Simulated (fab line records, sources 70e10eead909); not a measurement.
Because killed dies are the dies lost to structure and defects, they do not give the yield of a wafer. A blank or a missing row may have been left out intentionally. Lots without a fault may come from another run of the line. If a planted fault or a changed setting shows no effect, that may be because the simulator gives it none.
Which tool did it? -- flow nand harc -- 36 wafers from 12 lots sampled at 4 of the route's 1159 steps

## WHAT THE GAUGES READ, wafer by wafer
NHARC_A_CONTACT_CD_MEAS_15.
lot,measured,on,cd nm (nm)
L075,day 17 07:38,cd sem-02,89.2 89.4 89.2
L079,day 17 13:05,cd sem-01,90.0 90.7 90.5
L078,day 17 20:40,cd sem-02,89.8 90.4 90.1
L080,day 18 20:32,cd sem-02,90.7 90.1 90.3
L082,day 19 11:53,cd sem-02,89.4 89.3 89.9
L086,day 20 03:24,cd sem-03,91.0 90.2 90.7
L085,day 20 10:01,cd sem-01,90.3 89.8 90.3
L088,day 20 18:14,cd sem-02,89.8 90.1 90.3
L090,day 21 13:11,cd sem-02,89.1 89.3 89.4
L094,day 21 20:01,cd sem-02,90.0 89.4 90.4
L096,day 22 11:19,cd sem-03,90.0 89.2 89.1
L097,day 23 00:56,cd sem-03,89.6 90.2 90.2

## EACH LOT AND THE TOOL THAT RAN IT (in order: tool; ch and the chambers of the sampled wafers; start)
lot,NHARC_A_CONTACT_ETCH_133,NHARC_A_CONTACT_DESCUM_13,NHARC_A_CONTACT_ETCH_139
L075,"har cap etch-01 ch 0,1, day 17 01:20","rie diel-05 ch 0,1,3, day 17 05:19","har cap etch-01 ch 0,1, day 17 07:01"
L079,"har cap etch-02 ch 0,1, day 17 05:00","rie diel-13 ch 0,1,2, day 17 10:37","har cap etch-03 ch 0,1, day 17 12:16"
L078,"har cap etch-02 ch 0, day 17 10:40","rie diel-05 ch 1,3, day 17 18:22","har cap etch-02 ch 0,1, day 17 20:05"
L080,"har cap etch-02 ch 0,1, day 18 13:28","rie diel-05 ch 1,2,3, day 18 18:14","har cap etch-01 ch 0,1, day 18 19:55"
L082,"har cap etch-02 ch 0,1, day 19 05:23","rie diel-13 ch 0,1,3, day 19 09:35","har cap etch-01 ch 0,1, day 19 11:19"
L086,"har cap etch-01 ch 0,1, day 19 21:10","rie diel-03 ch 0,2,3, day 20 01:00","har cap etch-03 ch 0,1, day 20 02:50"
L085,"har cap etch-01 ch 0,1, day 20 02:06","rie diel-13 ch 0,1,3, day 20 07:39","har cap etch-02 ch 0,1, day 20 09:22"
L088,"har cap etch-01 ch 0,1, day 20 11:52","rie diel-03 ch 0,1,3, day 20 15:53","har cap etch-01 ch 0,1, day 20 17:34"
L090,"har cap etch-03 ch 0,1, day 21 03:05","rie diel-13 ch 0,1,2, day 21 10:44","har cap etch-01 ch 0,1, day 21 12:27"
L094,"har cap etch-03 ch 0,1, day 21 11:47","rie diel-13 ch 0,2, day 21 17:35","har cap etch-02 ch 0,1, day 21 19:25"
L096,"har cap etch-01 ch 0,1, day 22 02:47","rie diel-03 ch 1,2,3, day 22 07:56","har cap etch-01 ch 0,1, day 22 10:44"
L097,"har cap etch-03 ch 0,1, day 22 17:29","rie diel-03 ch 2,3, day 22 22:34","har cap etch-02 ch 0,1, day 23 00:15"
- NHARC_A_CONTACT_ETCH_133: etches the open film in C4F8/O2/Ar, time 195 s, target depth 840 nm.
- NHARC_A_CONTACT_DESCUM_13: chemistry O2, time 3 s.
- NHARC_A_CONTACT_ETCH_139: etches the open film in C4F8/O2/Ar, time 137 s, target depth 590 nm.

## THE ANSWER, worked out from the rows above alone
Rule: the lots themselves supply what counts as usual. The widest of any qualifying gaps counts: lots, ordered by their means at a reading, are off when they make up no more than a third of the lots, leave a main group of 4 or more, and stand apart from it by 3 or more times the standard deviation of that group's means. A main group whose means are all the same, to the digits that the tables above print for the reading, isn't used. A lot without any number at a reading at which 4 lots or more have one is off too. The other lots that the step has rows for count as sound.
None of the lots is off at any reading shown; this tells nothing.

## WHAT THE SIMULATOR HAD INSERTED
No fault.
